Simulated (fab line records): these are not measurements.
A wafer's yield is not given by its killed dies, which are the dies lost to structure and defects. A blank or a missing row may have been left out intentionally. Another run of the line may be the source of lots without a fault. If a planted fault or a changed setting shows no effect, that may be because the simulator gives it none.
fab line records    flow n5Finfet
[record] lots = 4  wafers = 12  lastDay = 17
route steps=1938 shown BEOL_M3@931 BEOL_M4@1111 PASSIVATION@1936
lots untouched by any fault: they come from a run of this same line in which no faults occurred
startH: the number of hours between the record's first day and the start of the first shown wafer of the lot    waitH: time in hours since the lot's previous step    " the same as in the row above    L1.1+2: several wafers, shown together as one row    - either no value or no given start    * or withheld: withheld    < > ~ a bound
route shown NAME@n: names a module that has steps shown in the file, with the first one's number in the route    usual: mean and standard deviation over wafers with no fault    same: alike in all rows    chamber/n: place in a boat    sites: the reading at each site    _std_site: standard deviation across them    _edge_site: mean of outer sites minus mean of inner sites    radiusMm: for every site, how far away it sits from the centre of the wafer    mask NAME#n: copy n    behind: the most recent tool/chamber to have shaped the wafer    hold: cause of the lot's hold/its duration in hours/its outcome    device: names the non-switching transistor (n, p or np)    end of line: the same wafers' tests at the end of the route    for a step that has no rows: nothing shown but its recipe    killed: dies that structure and defects cost at the first sort, which is not the same as the wafer's yield    map: the dies of a wafer, with x for killed, . for not killed, _ for no die there
set.NAME: the setting that was run; set.NAME@STEP: the one run at that earlier step    model.NAME: the simulator's own value behind a step, which no gauge read
lots seen at some steps along the route; tables by step, rows by wafer
services: from which hour (startH, from the record's first day; less than 0 if before it) a tool's chamber was out of use, for how many hours, and why
[[steps]]
[step N5_BEOL_M3_ILD_DEP_00]
[recipe] material = SiOC  targetThkA = 790  tempC = 350  precursor = DEMS/O2  pressureTorr = 5  rfW = 500  timeS = 15.3
[step N5_BEOL_M3_PECVD_72]
[recipe] material = SiO2  targetThkA = 160  tempC = 400  precursor = TEOS/O2  pressureTorr = 5.5  rfW = 450  teosFlowSccm = 53.8  gas = O2  flowSccm = 3000  timeS = 18
[step N5_BEOL_M3_HM_DEP_02]
[recipe] material = TiN  targetThkA = 200  tempC = 25  chamberPressurePa = 0.49996
[step N5_BEOL_M3_COAT_61]
[recipe] resist = SOC  tempC = 250  timeS = 60  spinRpm = 1500  resistThkNm = 60
[step N5_BEOL_M3_COAT_62]
[recipe] resist = SiARC  tempC = 220  timeS = 60  spinRpm = 1500  resistThkNm = 12
[step N5_BEOL_M3_COAT_73]
[recipe] resist = underlayer  tempC = 205  timeS = 60  spinRpm = 1500  resistThkNm = 5
[step N5_BEOL_M3_COAT_05]
[recipe] resist = CAR-EUV  spinRpm = 1500  resistThkNm = 30
[step N5_BEOL_M3_EBR_07]
[recipe] solvent = PGMEA  ebrWidthMm = 1.5
[step N5_BEOL_M3_SOFTBAKE_06]
[recipe] tempC = 110  timeS = 60  resist = CAR-EUV
[step N5_BEOL_M3_EXPOSE_08]
[recipe] maskId = M3  na = 0.33  sourceShape = dipole  sigmaInner = 0.369  sigmaOuter = 0.767  polarization = unpolarized  doseMj = 33
[usual] exposureDoseMJCm2 = 32.91/0.037
lot.wafer  tool           chamber  startH  waitH  mask  exposureDoseMJCm2
L941.3     euvScanner-01  0        197.67  -      M3#0  32.96
L941.4     "              0        "       "      M3#0  32.95
L941.6     "              0        "       "      M3#0  32.95
L952.1     euvScanner-01  0        270.47  -      M3#0  31.69
L952.3     "              0        "       "      M3#0  31.65
L952.5     "              0        "       "      M3#0  31.64
L955.1     euvScanner-02  0        280.81  -      M3#0  32.88
L955.5     "              0        "       "      M3#0  32.88
L955.6     "              0        "       "      M3#0  32.86
L954.1     euvScanner-01  0        285.11  -      M3#0  31.95
L954.3     "              0        "       "      M3#0  31.93
L954.5     "              0        "       "      M3#0  31.90
[step N5_BEOL_M3_PEB_09]
[recipe] pebTempC = 100  pebTimeS = 60  resist = CAR-EUV
[step N5_BEOL_M3_DEVELOP_10]
[recipe] developTimeS = 30  developer = TMAH  resist = CAR-EUV  rinseLiquid = surfactantRinse  dry = airSpin  devTempC = 23
[step N5_BEOL_M3_CD_MEAS_11]
[recipe] targetCdNm = 17.05  landingEnergyEv = 500  detector = seInlens  polarity = opening
[usual] cdNm = 17.16/0.26
lot.wafer  tool      chamber  startH  waitH  cdNm
L941.3     cdSem-03  0        197.78  -      16.96
L941.4     "         0        "       "      16.56
L941.6     "         0        "       "      16.94
L952.1     cdSem-03  0        270.59  -      16.48
L952.3     "         0        "       "      16.71
L952.5     "         0        "       "      16.54
L955.1     cdSem-02  0        280.93  -      17.26
L955.5     "         0        "       "      17.10
L955.6     "         0        "       "      17.37
L954.1     cdSem-03  0        285.24  -      16.60
L954.3     "         0        "       "      16.24
L954.5     "         0        "       "      16.09
[step N5_BEOL_M3_DESCUM_16]
[recipe] chemistry = O2  timeS = 7  sourcePowerW = 50  biasPowerW = 20  pressureMtorr = 20  rfFrequencyHz = 2.712e+07  tempC = 40  resist = CAR-EUV  o2FlowSccm = 225
[step N5_BEOL_M3_ETCH_74]
[recipe] chemistry = N2/H2  target = underlayer  targetDepthA = 65  maskMaterial = CAR-EUV  timeS = 5.2  ionEnergyEv = 200  pressureMtorr = 30  sourceW = 840  biasW = 150  n2FlowSccm = 200  h2FlowSccm = 200  ends = cleared
[usual] drypumpMotorCurrentA = 5.5/0.42  etchRfOnTimeS = 5.22/0.16  n2FlowSccm = 200.0/0.63  oesProductAu = 0.69/0.054  rfVppV = 524.5/2.8  showerheadPlenumPTorr = 2.57/0.1  throttleValvePct = 17.78/0.21
lot.wafer  tool        chamber  startH  waitH  drypumpMotorCurrentA  etchRfOnTimeS  n2FlowSccm  oesProductAu  rfHoursCounterH  rfVppV  showerheadPlenumPTorr  throttleValvePct  model.BEOL_M3.cdOffsetNm
L941.3     rieDiel-05  1        197.94  0.0    5.9                   5.21           199.8       0.75          43               525.7   2.61                   18.08             -0.2
L941.4     "           2        "       "      5.1                   5.15           200.1       0.72          72               525.0   2.70                   17.74             0
L941.6     "           3        "       "      5.1                   5.58           200.5       0.72          -                525.7   2.61                   17.95             -0.2
L952.1     rieDiel-06  1        270.80  0.0    4.7                   5.12           200.1       0.82          3                524.1   2.48                   17.41             -0.6
L952.3     "           0        "       "      5.6                   5.28           200.4       0.76          43               525.9   2.59                   17.57             -0.6
L952.5     "           3        "       "      5.9                   5.07           198.5       0.66          -                517.7   2.32                   17.49             -0.4
L955.1     rieDiel-06  2        281.09  0.0    5.4                   4.88           199.8       0.68          124              529.3   2.66                   17.77             0.2
L955.5     "           0        "       "      5.6                   5.32           199.7       0.74          -                523.9   2.59                   17.59             0
L955.6     "           2        "       "      5.4                   4.90           199.6       0.69          -                528.0   2.66                   17.79             0.4
L954.1     rieDiel-05  2        285.39  0.0    5.1                   5.25           200.7       0.67          99               528.3   2.69                   17.80             -0.6
L954.3     "           0        "       "      6.0                   5.24           200.0       0.69          100              525.1   2.57                   17.81             -0.8
L954.5     "           2        "       "      5.1                   5.26           200.2       0.68          -                527.3   2.69                   17.82             -0.8
[step N5_BEOL_M3_ETCH_63]
[recipe] chemistry = CF4  target = SiARC  targetDepthA = 156  maskMaterial = CAR-EUV  timeS = 26  ionEnergyEv = 80  pressureMtorr = 40  sourceW = 545  biasW = 36  Ar_flow_sccm = 100  cf4FlowSccm = 100  ends = cleared
[step N5_BEOL_M3_ETCH_64]
[recipe] chemistry = N2/H2  target = SOC  targetDepthA = 750  overetchA = 150  maskMaterial = SiARC  tempC = 40  timeS = 112.5  ionEnergyEv = 200  pressureMtorr = 30  sourceW = 840  biasW = 150  n2FlowSccm = 200  h2FlowSccm = 200
[step N5_BEOL_M3_STRIP_65]
[recipe] chemistry = N2/H2  tempC = 40  n2FlowSccm = 200  h2FlowSccm = 200  rfFrequencyHz = 6e+07
[step N5_BEOL_M3_STRIP_75]
[recipe] chemistry = N2/H2  tempC = 40  n2FlowSccm = 200  h2FlowSccm = 200  rfFrequencyHz = 6e+07
[step N5_BEOL_M3_STRIP_66]
[recipe] chemistry = CF4  resist = SiARC  powerW = 300  biasPowerW = 75  pressureMtorr = 50  cf4FlowSccm = 150  rfFrequencyHz = 6e+07
[step N5_BEOL_M3_HM_OPEN_17]
[recipe] chemistry = Cl2/BCl3  targetDepthA = 200  overetchA = 60  target = TiN  maskMaterial = SOC  ionEnergyEv = 150  pressureMtorr = 10  icpW = 1000  biasW = 126  Cl2_flow_sccm = 53.25  bcl3FlowSccm = 21.75  Ar_flow_sccm = 25
[usual] drypumpMotorCurrentA = 5.8/0.6  oesProductAu = 0.65/0.073  throttleValvePct = 22.29/0.12
lot.wafer  tool         chamber  startH  waitH  drypumpMotorCurrentA  oesProductAu  rfHoursCounterH  throttleValvePct  model.BEOL_M3.cdOffsetNm
L941.3     rieMetal-03  0        198.18  0.1    5.2                   0.70          -                22.12             -0.6
L941.4     "            1        "       "      6.6                   0.68          -                22.32             -0.6
L941.6     "            0        "       "      5.2                   0.71          -                22.13             -0.6
L952.1     rieMetal-03  1        271.01  0.0    6.6                   0.66          47               22.37             -0.6
L952.3     "            1        "       "      6.6                   0.67          -                22.35             -0.6
L952.5     "            0        "       "      5.3                   0.68          -                22.15             -0.4
L955.1     rieMetal-02  0        281.30  0.0    5.5                   0.51          119              22.31             0.6
L955.5     "            1        "       "      6.4                   0.74          -                22.49             0.2
L955.6     "            0        "       "      5.5                   0.51          -                22.30             0.6
L954.1     rieMetal-03  0        285.61  0.0    5.2                   0.66          37               22.18             -1
L954.3     "            1        "       "      6.6                   0.66          -                22.35             -1.2
L954.5     "            0        "       "      5.2                   0.67          -                22.17             -1
[step N5_BEOL_M3_STRIP_19]
[recipe] chemistry = O2  powerW = 400  tempC = 40  pressureMtorr = 30  rfFrequencyHz = 6e+07  biasPowerW = 0  overashFraction = 0.2  o2FlowSccm = 225
[step N5_BEOL_M4_RC_MEAS_101]
[usual] DIBL_N = 36.7/2.4  DIBL_P = 37.4/2.9  IOFF_N = 0.18/0.05  IOFF_P = 0.23/0.058  ION_N = 683/16  ION_P = 467/11  SS_N = 71.7/0.77  SS_P = 73.5/0.87  VT_N = 249/4.3  VT_P = -250/4.4
lot.wafer  tool       chamber  startH  waitH  DIBL_N[mV/V]  DIBL_P[mV/V]  IOFF_N[nA/um]  IOFF_P[nA/um]  ION_N[uA/um]  ION_P[uA/um]  SS_N[mV/dec]  SS_P[mV/dec]  VT_N[mV]  VT_P[mV]
L941.3     prober-01  0        216.41  0.3    36.3          35.3          0.16           0.23           666           463           71.4          73.6          252       -247
L941.4     "          0        "       "      38.7          38.6          0.22           0.29           695           478           71.9          74.1          243       -245
L941.6     "          0        "       "      38.0          37.9          0.19           0.27           698           487           72.1          74.4          247       -242
L952.1     prober-01  0        285.46  0.0    38.0          41.1          0.21           0.24           682           455           71.3          74.4          245       -250
L952.3     "          0        "       "      33.9          36.3          0.13           0.17           661           456           71.2          72.9          253       -254
L952.5     "          0        "       "      37.5          40.8          0.19           0.23           682           463           71.8          74.5          246       -252
L955.1     prober-02  0        300.75  0.0    39.2          41.2          0.25           0.27           742           491           72.1          73.9          240       -246
L955.5     "          0        "       "      35.5          35.9          0.14           0.17           669           446           70.9          72.1          249       -254
L955.6     "          0        "       "      38.0          39.7          0.21           0.23           699           470           71.5          73.7          247       -252
L954.1     prober-02  0        303.91  0.0    34.1          33.9          0.11           0.15           665           452           71.2          73.1          256       -258
L954.3     "          0        "       "      37.0          36.8          0.15           0.19           667           459           71.2          73.6          251       -255
L954.5     "          0        "       "      37.1          38.0          0.16           0.21           688           463           71.7          74.1          249       -254
[step N5_PASSIVATION_PROBE_49]
[usual] defectLimitedYield = 91.4/1.6  killed_at_M0_to_M3 = 31/11  killed_at_M4_up = 14/5.7  killedAtContacts = 12/6  killedAtFrontEnd = 41/13  killedAtOther = 3.3/2.8  killedDies = 101/19  killedOpen = 67/14  killedShort = 33/8.2  sort_bin_5_function = 5.0/1.1  sort_bin_6_memory = 3.3/0.74  sortNPass = 1078/20  sortYieldPct = 91.3/1.7
[same] grossDies = 1180  killedAtBackSide = 0  sort_bin_4_leakage[%] = 0  sort_bin_8_speed[%] = 0
lot.wafer  tool       chamber  startH  waitH  defectLimitedYield[%]  killed_at_M0_to_M3  killed_at_M4_up  killedAtContacts  killedAtFrontEnd  killedAtOther  killedDies  killedOpen  killedShort  sort_bin_5_function[%]  sort_bin_6_memory[%]  sortNPass  sortYieldPct[%]
L952.1     prober-01  -        392.01  0.0    85.8                   74                  10               21                56                7              168         70          39           7.5                     5.9                   1012       85.8
L952.3     prober-01  -        392.11  0.1    82.1                   94                  13               16                81                7              211         106         41           10.3                    6.9                   969        82.1
L952.5     prober-01  -        392.21  0.2    85.9                   81                  16               5                 60                4              166         78          41           7.6                     5.8                   1014       85.9
L954.1     prober-02  -        405.17  0.0    89.0                   50                  11               17                51                1              130         72          42           6.6                     4.2                   1050       89.0
L954.3     prober-02  -        405.27  0.1    91.5                   49                  11               5                 34                1              100         52          23           4.6                     3.7                   1080       91.5
L954.5     prober-02  -        405.37  0.2    88.9                   52                  9                13                57                0              131         74          32           7.3                     3.4                   1049       88.9
// killed by level:class
L952.1 BEOL_M3:areaExpose=55 STI_FIN_REVEAL:geometricParticle:open=21 MOL_CONTACT_COAG:geometricParticle:open=13 MOL_CONTACT_COAG:geometricParticle:short=8 FIN_SAQP:geometricParticle:open=7 FIN_SAQP:geometricParticle:short=7 BEOL_M3:geometricParticle:open=6 DUMMY_GATE:geometricParticle:open=5
L952.3 BEOL_M3:areaExpose=54 FIN_SAQP:geometricParticle:open=26 STI_FIN_REVEAL:geometricParticle:open=18 MOL_CONTACT_COAG:geometricParticle:open=15 FIN_SAQP:geometricParticle:short=9 BEOL_M2:geometricParticle:open=8 BEOL_M1:geometricParticle:open=7 BEOL_M0_SAQP:geometricParticle:short=7
L952.5 BEOL_M3:areaExpose=45 STI_FIN_REVEAL:geometricParticle:open=18 FIN_SAQP:geometricParticle:short=10 BEOL_M3:geometricParticle:open=10 BEOL_M2:geometricParticle:open=9 FIN_SAQP:geometricParticle:open=7 GATE_CUT:geometricParticle:short=7 BEOL_M8:geometricParticle:open=5
L954.1 FIN_SAQP:geometricParticle:open=16 MOL_CONTACT_COAG:geometricParticle:open=15 BEOL_M0_SAQP:geometricParticle:short=15 BEOL_M3:areaExpose=15 FIN_SAQP:geometricParticle:short=13 BEOL_M0_SAQP:geometricParticle:open=10 STI_FIN_REVEAL:geometricParticle:open=5 BEOL_M3:geometricParticle:open=5
L954.3 BEOL_M3:areaExpose=23 FIN_SAQP:geometricParticle:open=17 BEOL_M2:geometricParticle:open=8 FIN_SAQP:geometricParticle:short=5 BEOL_M0_SAQP:geometricParticle:short=5 BEOL_M0_SAQP:geometricParticle:open=4 BEOL_M1:geometricParticle:open=3 MOL_CONTACT_COAG:geometricParticle:open=3
L954.5 BEOL_M3:areaExpose=25 FIN_SAQP:geometricParticle:open=14 MOL_CONTACT_COAG:geometricParticle:open=12 FIN_SAQP:geometricParticle:short=11 BEOL_M0_SAQP:geometricParticle:open=9 STI_FIN_REVEAL:geometricParticle:open=8 BEOL_M0_SAQP:geometricParticle:short=8 BEOL_M4:geometricParticle:open=6
// map L952.3 (x killed, . not)
_________________x...........________________
______________..........x..x...x_____________
___________.x....xx.x.....xx...xx..__________
__________........x......x...x...x.._________
________x........xx.x......x.........._______
_______x.xx..........x....xx......x....______
______.x......xx.....x........xx..x....x_____
_____x...x........x.x.......x..xx.....x..____
____.......x..x..............x..xx...x.xx.___
___..x.x.....xx.x...xx.......x............x__
___....x.x....x.x................x.....xx..__
__x....x.........x.x.....x.x...............x_
__....xxx.x...x..x....x.......x........x.x.._
_.......x...x.............x.........x........
_.x....x...........x.x.....x.............x...
_..x.....x.x...........x.....x.......x.......
_.........x.......x....x.x..........x......x.
_x...xx...............xx..x....xx...........x
_........x......x..x.x..x...x.......x........
_......x...................x......x.......x..
_.x......x...x.....x................x....x...
__...x..x.........x.x............xx........x_
__x....x....xx..x....x..x...........x...x..._
___....x.x.....................x...x.......__
___.x..x..x....x.x.....x..x.......x..x..x..__
____x...........x..x..................x..x___
_____x..xx...x.............x......x...x..____
______..x............xx..x....x..x...x.._____
_______......x........x.x......x..x....______
________....x......x.x................_______
__________..x...x..x..........xx...x_________
___________x.............x..x.xx...__________
______________...xxxx..x..xx...._____________
_________________.....x..xx..________________
// map L954.5 (x killed, . not)
_________________x..x........________________
______________.................._____________
___________.....x....x.....x.......__________
__________x........................._________
________..............x..............._______
_______....x....................x....x.______
______...x.x............................_____
_____.......x.....xxx.............x.x....____
____.....x.............xx...xx..........x.___
___...........x............x......x....x...__
___....x......x.....x......x........x..xx..__
__...................................x..x..x_
__....x............x.......x................_
_...x...................xx...................
_..x................x......x.......x.........
_.........x.x.x.x.....x........xx...x..x.....
_....x.................x.......x..x..........
_x......x..........x...............x..x......
_...............x....x..x..x..xx......x......
_.................................x..........
_x.....x........x.......x.............x......
__.......x...............xx.......x........._
__...x....x..........x.x.....x...xx..x..x..._
___.....x............x...x.x.x.............__
___.x..x...x........xx.x.....x......x......__
____..x..................x................___
_____..........x..................x.....x____
______...x....................x..x......_____
_______...........x..........x.........______
________.........x...x............x..x_______
__________.......x..........x....x.._________
___________..x..x.......x.x.x......__________
______________......x..xx......._____________
_________________.......x....________________
[[services]]
tool           chamber  startH  hours  kind
rieMetal-02    -        177.63  0.5    repair
euvScanner-02  0        183.72  -      calibration
euvScanner-02  -        202.43  0.7    repair
rieDiel-05     2        208.68  3.8    repair
euvScanner-02  -        210.53  1.0    pm
euvScanner-01  0        212.90  -      calibration
euvScanner-01  -        217.40  0.2    repair
rieDiel-05     0        221.63  2.8    repair
euvScanner-01  -        229.29  1.0    pm
euvScanner-01  -        236.73  4.6    pm
rieDiel-06     1        237.52  -      clean
rieDiel-06     1        237.52  -      consumableReplace:focusRing
rieDiel-06     1        237.52  21.4   scheduledDown
rieDiel-06     1        237.52  21.4   ventCycle
euvScanner-02  -        266.68  1.0    pm
euvScanner-02  -        268.73  4.6    pm
rieDiel-06     3        272.94  8.2    repair
euvScanner-01  -        285.44  1.0    pm
[[key]]
[firstSign] step = N5_BEOL_M3_EXPOSE_08  reading = exposureDoseMJCm2  direction = down  sigmas = 30  usual = 32.91  struck = 31.79
[effect] step = N5_BEOL_M3_CD_MEAS_11  reading = cdNm  direction = down  sigmas = 2.8  usual = 17.16  struck = 16.44  through = controlLoop
[effect] step = N5_PASSIVATION_PROBE_49  reading = killed_at_M0_to_M3  direction = up  sigmas = 3.4  usual = 31  struck = 67  wafersMoved = 5
[modelEffect] step = N5_BEOL_M3_ETCH_74  value = BEOL_M3.cdOffsetNm  without = 0.06667  struck = -0.6333
[modelEffect] step = N5_BEOL_M3_HM_OPEN_17  value = BEOL_M3.cdOffsetNm  without = -0.1  struck = -0.8
[moreKillsBornAt] N5_BEOL_M3_EXPOSE_08@euvScanner-01 = 217
metAt N5_BEOL_M3_EXPOSE_08
struckWafers L952.1,L952.3,L952.5,L954.1,L954.3,L954.5
[loopTrim] step = N5_BEOL_M3_EXPOSE_08  setting = dose  lots = L954
onsetBetween 197.67 270.47
[fault] kind = processParameterDrift  tool = euvScanner-01  chamber = -  onsetH = 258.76  steps = N5_BEOL_M3_EXPOSE_08  channel = doseMj  offset = -1.2364  shape = step  actsIn = theseRecipesOnly  stated = 33
// loopTrim: a control loop set the setting to another value than it would have without faults
